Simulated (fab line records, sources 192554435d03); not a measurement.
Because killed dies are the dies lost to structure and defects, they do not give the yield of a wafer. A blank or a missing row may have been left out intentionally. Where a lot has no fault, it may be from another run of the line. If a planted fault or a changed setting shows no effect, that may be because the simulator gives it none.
Split-lot experiment | flow n5-finfet | 7 lots, 21 wafers read, on a route of 1938 steps

== THE SPLIT ==
At N5_SD_EPI_P_EPI_21 (deposits SiGe:B, time 355 s), the setting time-s was moved away from the recipe's 355 s on 7 of the 21 wafers read, by -18.2% to +11.5%. The other wafers ran this setting at the recipe's value.

Reading taken at the split's own step.

== THE READING ==
SiGe-B_of_SD_EPI_P_EPI_21.thk-nm (the simulator's own value, which no gauge read), in nm, at N5_SD_EPI_P_EPI_21 (deposits SiGe:B, time 355 s). No usual value for it is given in the file. Average 61.1 nm, standard deviation 0.46 nm, over the 14 wafers here run with the recipe.

wafer  | tool, chamber at the split | time-s as run, s | against the recipe | SiGe-B_of_SD_EPI_P_EPI_21.thk-nm, nm | against lot-mates on the recipe
L074.2 | epi-rpcvd-01, 0            | 331.4            | -6.6%              | 58.4                                 | -3.0
L074.4 | epi-rpcvd-01, 0            | 331.4            | -6.6%              | 58.4                                 | -3.0
L074.3 | epi-rpcvd-01, 0            | 355              | recipe             | 61.4                                 | -
L075.2 | epi-rpcvd-04, 0            | 355              | recipe             | 60.6                                 | -
L075.3 | epi-rpcvd-04, 0            | 355              | recipe             | 61.2                                 | -
L075.6 | epi-rpcvd-04, 0            | 290.4            | -18.2%             | 54                                   | -6.9
L077.1 | epi-rpcvd-02, 0            | 355              | recipe             | 60.8                                 | -
L077.5 | epi-rpcvd-02, 0            | 355              | recipe             | 60.8                                 | -
L077.6 | epi-rpcvd-02, 0            | 355              | recipe             | 60.6                                 | -
L078.1 | epi-rpcvd-01, 0            | 355              | recipe             | 61.4                                 | -
L078.3 | epi-rpcvd-01, 0            | 355              | recipe             | 61                                   | -
L078.6 | epi-rpcvd-01, 0            | 355              | recipe             | 60.6                                 | -
L088.2 | epi-rpcvd-01, 0            | 395.7            | +11.5%             | 65.6                                 | +4.6
L088.4 | epi-rpcvd-01, 0            | 355              | recipe             | 61                                   | -
L088.5 | epi-rpcvd-01, 0            | 395.7            | +11.5%             | 66.2                                 | +5.2
L095.1 | epi-rpcvd-04, 0            | 355              | recipe             | 61.8                                 | -
L095.5 | epi-rpcvd-04, 0            | 355              | recipe             | 61.8                                 | -
L095.3 | epi-rpcvd-04, 0            | 389.1            | +9.6%              | 65.4                                 | +3.6
L096.1 | epi-rpcvd-01, 0            | 330.7            | -6.8%              | 59                                   | -2.4
L096.3 | epi-rpcvd-01, 0            | 355              | recipe             | 60.8                                 | -
L096.5 | epi-rpcvd-01, 0            | 355              | recipe             | 62                                   | -

FIT RESULTS
A straight line over all 21 wafers: SiGe-B_of_SD_EPI_P_EPI_21.thk-nm changes by +0.403 nm for each +1% of time-s; r = +0.99; the points scatter about the line by 0.44 nm.
The same after taking each lot's own level away (the mean of its wafers on the recipe; 21 wafers): +0.4 nm for each +1%; r = +0.99; scatter 0.34 nm.
Per that fit: largest time-s move, reading shift of 7.3 nm.
Across the lots, their own levels run from 60.73 to 61.80 nm, a range of 2.3 times the standard deviation given above.
Consequently the slope shifts little with the lot-to-lot level, the two slopes agreeing.
Check: with one of the wafers moved furthest among these (-18.2%) left out of the fit, the line predicts -7.55 nm for it against its lot-mates. It came out at -6.9 nm against them.

== OTHER SPLITS APPLIED TO THESE WAFERS ==
Other splits were also applied to these wafers ahead of the reading. Each is held against what the fit with the lots' levels taken away leaves over:
other split on the same wafers          | wafers away from the commonest value | r with SiGe-B_of_SD_EPI_P_EPI_21.thk-nm (lot level and that fit taken away)
N5_ZERO_LAYER_EXPOSE_08 dose-mj         | 11                                   | +0.17
N5_ZERO_LAYER_DEVELOP_10 develop-time-s | 5                                    | -0.09
N5_WELL_APT_COAT_19 spin-rpm            | 8                                    | -0.27
N5_WELL_APT_PEB_23 peb-time-s           | 8                                    | -0.19
N5_FIN_SAQP_DESCUM_21 time-s            | 3                                    | -0.28
N5_DUMMY_GATE_HM_DEP_06 time-s          | 12                                   | -0.14
N5_SD_EPI_N_PEB_07 peb-temp-c           | 7                                    | +0.13
N5_SD_EPI_N_DEVELOP_08 develop-time-s   | 9                                    | +0.08

== THE WHOLE CHAIN: every reading that the file lists as answering this split, in the file's order ==
step                    | what it does                | reading                                                                           | change (the file's fit)               | r (the file's)
N5_SD_EPI_P_EPI_21      | deposits SiGe:B, time 355 s | SiGe-B_of_SD_EPI_P_EPI_21.thk-nm (the simulator's own value, which no gauge read) | +0.391 nm for each +1% of the setting | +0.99
N5_SD_EPI_P_EPI_MEAS_23 |                             | thk-nm                                                                            | withheld for each +1% of the setting  | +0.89

== FILE'S OWN FIT ==
SiGe-B_of_SD_EPI_P_EPI_21.thk-nm changes by +0.391 nm for each +1% of time-s, r = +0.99.
